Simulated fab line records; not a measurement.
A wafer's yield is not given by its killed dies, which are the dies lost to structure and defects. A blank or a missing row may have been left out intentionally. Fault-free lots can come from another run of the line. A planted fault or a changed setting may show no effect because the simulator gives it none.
What tool caused it?	flow n5-finfet	11 lots with 33 wafers sampled at 5 steps, on a route of 1938 steps

WHAT THE GAUGES READ, wafer by wafer
N5_BEOL_M10_CD_MEAS_18: pitch 140 nm, target cd 70 nm. Usual: 69.9 nm for cd-nm, sd 0.72.
lot	measured	on	cd-nm (nm)	flag
L922	day 11 11:55	cd-sem-03	69.9 71.0 69.6	
L923	day 11 12:22	cd-sem-03	70.7 70.4 70.6	
L924	day 11 18:37	cd-sem-02	69.9 71.2 69.8	
L926	day 11 19:11	cd-sem-02	69.3 70.8 69.2	
L930	day 13 00:38	cd-sem-03	69.5 70.7 70.4	
L931	day 13 21:26	cd-sem-03	68.8 70.3 71.4	
L932	day 14 02:42	cd-sem-02	68.6 68.4 69.2	
L935	day 14 03:43	cd-sem-03	69.7 69.6 70.5	
L939	day 15 05:14	cd-sem-01	69.5 69.2 69.6	
L941	day 16 01:02	cd-sem-03	70.5 69.0 69.5	
L942	day 16 21:13	cd-sem-03	69.2 69.4 69.3	

N5_BEOL_M10_CD_MEAS_28: the cd target is 70 nm. Usual: 69.2 nm for cd-nm, sd 1.1.
lot	measured	on	cd-nm (nm)	flag
L922	day 11 12:27	cd-sem-01	68.9 69.3 68.7	
L923	day 11 13:35	cd-sem-02	68.6 67.6 67.6	
L924	day 11 19:01	cd-sem-01	66.8 67.7 68.5	
L926	day 11 20:28	cd-sem-03	68.9 70.0 69.4	
L930	day 13 01:01	cd-sem-02	69.4 69.8 68.9	
L931	day 13 23:27	cd-sem-03	60.9 62.4 62.4	OFF
L932	day 14 03:17	cd-sem-02	70.9 71.2 69.5	
L935	day 14 04:31	cd-sem-03	64.2 63.4 63.9	OFF
L939	day 15 05:49	cd-sem-03	68.6 69.6 68.1	
L941	day 16 01:42	cd-sem-03	68.9 68.8 70.3	
L942	day 16 23:20	cd-sem-02	67.9 69.1 68.4	

WHAT TOOL EACH LOT RAN ON (gives the tool, then ch and the chambers of the sampled wafers, and finally the start)
lot	N5_BEOL_M9_ANNEAL_51	N5_BEOL_M10_HM_OPEN_17	N5_BEOL_M10_EXPOSE_25
L922	rtp-anneal-01 ch 0, day 11 06:47	rie-metal-03 ch 0,1, day 11 11:38	arfi-scanner-01 ch 0, day 11 12:19
L923	rtp-anneal-02 ch 0, day 11 07:28	rie-metal-02 ch 0, day 11 12:08	arfi-scanner-02 ch 0, day 11 13:28
L924	rtp-anneal-01 ch 0, day 11 15:06	rie-metal-02 ch 1, day 11 18:24	arfi-scanner-03 ch 0, day 11 18:54
L926	rtp-anneal-02 ch 0, day 11 15:23	rie-metal-03 ch 0,1, day 11 19:00	arfi-scanner-02 ch 0, day 11 20:20
L930	rtp-anneal-01 ch 0, day 12 20:56	rie-metal-01 ch 0,1, day 13 00:26	arfi-scanner-02 ch 0, day 13 00:53
L931	rtp-anneal-02 ch 0, day 13 18:34	rie-metal-01 ch 0,1, day 13 21:17	arfi-scanner-02 ch 0, day 13 23:20
L932	rtp-anneal-02 ch 0, day 13 21:32	rie-metal-03 ch 0, day 14 02:22	arfi-scanner-03 ch 0, day 14 03:10
L935	rtp-anneal-01 ch 0, day 13 23:18	rie-metal-02 ch 0,1, day 14 03:29	arfi-scanner-02 ch 0, day 14 04:23
L939	rtp-anneal-02 ch 0, day 15 01:58	rie-metal-02 ch 0,1, day 15 04:45	arfi-scanner-03 ch 0, day 15 05:42
L941	rtp-anneal-02 ch 0, day 15 21:10	rie-metal-02 ch 0,1, day 16 00:49	arfi-scanner-01 ch 0, day 16 01:34
L942	rtp-anneal-02 ch 0, day 16 16:50	rie-metal-03 ch 0,1, day 16 21:02	arfi-scanner-03 ch 0, day 16 23:12
- N5_BEOL_M9_ANNEAL_51: time 90 s.
- N5_BEOL_M10_HM_OPEN_17: chemistry Cl2/BCl3, target TiN, target depth 20 nm, overetch 6 nm.
- N5_BEOL_M10_EXPOSE_25: exposes mask V9.

WHAT THE TOOLS THEMSELVES READ (means of the sampled wafers that have a number; where no wafer has one, the mark that the record gives instead)
N5_BEOL_M9_ANNEAL_51. Usual: anneal-temp-c 225.01 C, standard deviation 0.16; wafer_temp_C_max 225.82, standard deviation 0.23.
lot	tool	anneal-temp-c (C)	wafer_temp_C_max	flag
L922	rtp-anneal-01	225.15	225.95	
L923	rtp-anneal-02	224.80	225.83	
L924	rtp-anneal-01	224.84	225.84	
L926	rtp-anneal-02	224.92	225.95	
L930	rtp-anneal-01	225.01	226.12	
L931	rtp-anneal-02	225.08	225.66	
L932	rtp-anneal-02	224.92	225.88	
L935	rtp-anneal-01	225.30	225.62	
L939	rtp-anneal-02	225.09	226.09	
L941	rtp-anneal-02	224.72	225.98	
L942	rtp-anneal-02	224.99	225.70	

N5_BEOL_M10_HM_OPEN_17. Usual: drypump-motor-current-A 5.6 A, standard deviation 0.54; he-backside-leak-sccm 3.37 sccm, standard deviation 0.21; oes-product-au 0.67 a.u., standard deviation 0.09; throttle-valve-pct 22.02 %, standard deviation 0.25.
lot	tool	drypump-motor-current-A (A)	he-backside-leak-sccm (sccm)	oes-product-au (a.u.)	throttle-valve-pct (%)	flag
L922	rie-metal-03	5.1	3.10	0.58	21.90	
L923	rie-metal-02	5.7	3.45	0.54	22.50	
L924	rie-metal-02	5.4	3.86	0.72	21.90	
L926	rie-metal-03	5.1	3.31	0.58	21.91	
L930	rie-metal-01	6.1	3.34	0.71	22.16	
L931	rie-metal-01	6.1	3.43	0.69	22.18	
L932	rie-metal-03	4.7	3.34	0.59	22.03	
L935	rie-metal-02	5.6	3.32	0.78	22.06	
L939	rie-metal-02	5.6	3.47	0.75	22.08	
L941	rie-metal-02	5.5	3.56	0.72	21.99	
L942	rie-metal-03	5.1	3.29	0.65	21.83	

N5_BEOL_M10_EXPOSE_25. Usual: 85.47 for exposure-dose-mJ-cm2, sd 0.093.
lot	tool	exposure-dose-mJ-cm2	flag
L922	arfi-scanner-01	85.35	
L923	arfi-scanner-02	85.56	
L924	arfi-scanner-03	85.42	
L926	arfi-scanner-02	85.49	
L930	arfi-scanner-02	85.52	
L931	arfi-scanner-02	78.69	OFF
L932	arfi-scanner-03	85.42	
L935	arfi-scanner-02	79.98	OFF
L939	arfi-scanner-03	85.51	
L941	arfi-scanner-01	85.40	
L942	arfi-scanner-03	85.50	

THE ANSWER, worked out from the rows above alone
Rule: a lot is off if the mean of its wafers that have a number lies more than 3 standard deviations from the usual mean. A lot without any number at a reading at which 4 lots or more have one is off too. Where the step has rows for the other lots, those lots are counted as sound. First the gauges in route order, then the tools' own readings, where a lot's mean is used as printed above. The first step at which some lot is off is used, and at that step the reading that is off furthest; a lot without a number counts as furthest.
Off: L931, L935, at N5_BEOL_M10_CD_MEAS_28 (cd-nm).
A tool fits if, at a process step before that reading, it ran every lot that is off, and no sound lot after the first of them. Not tried: the gauges at N5_BEOL_M10_CD_MEAS_28; whatever is off there is also off at N5_BEOL_M10_EXPOSE_25, on other tools, and gauge error can't account for it. One candidate fits, namely arfi-scanner-02 at N5_BEOL_M10_EXPOSE_25. A fault onset in the window from L930 (day 13 00:53, its last sound lot) to L931 (day 13 23:20, its first lot off) fits.
On the lots that are off, the tool's own readings at N5_BEOL_M10_EXPOSE_25 differ by more than 5 times the standard deviation of the sound lots' means, which bears it out; exposure-dose-mJ-cm2 reads 79.34 there versus 85.46 on the sound lots.

WHAT THE SIMULATOR PUT IN
Process parameters drifting: arfi-scanner-02 at N5_BEOL_M10_EXPOSE_25, beginning at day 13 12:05. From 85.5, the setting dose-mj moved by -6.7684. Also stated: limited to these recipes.
Struck lots among those shown: L931, L935. The same result came from the rule above.
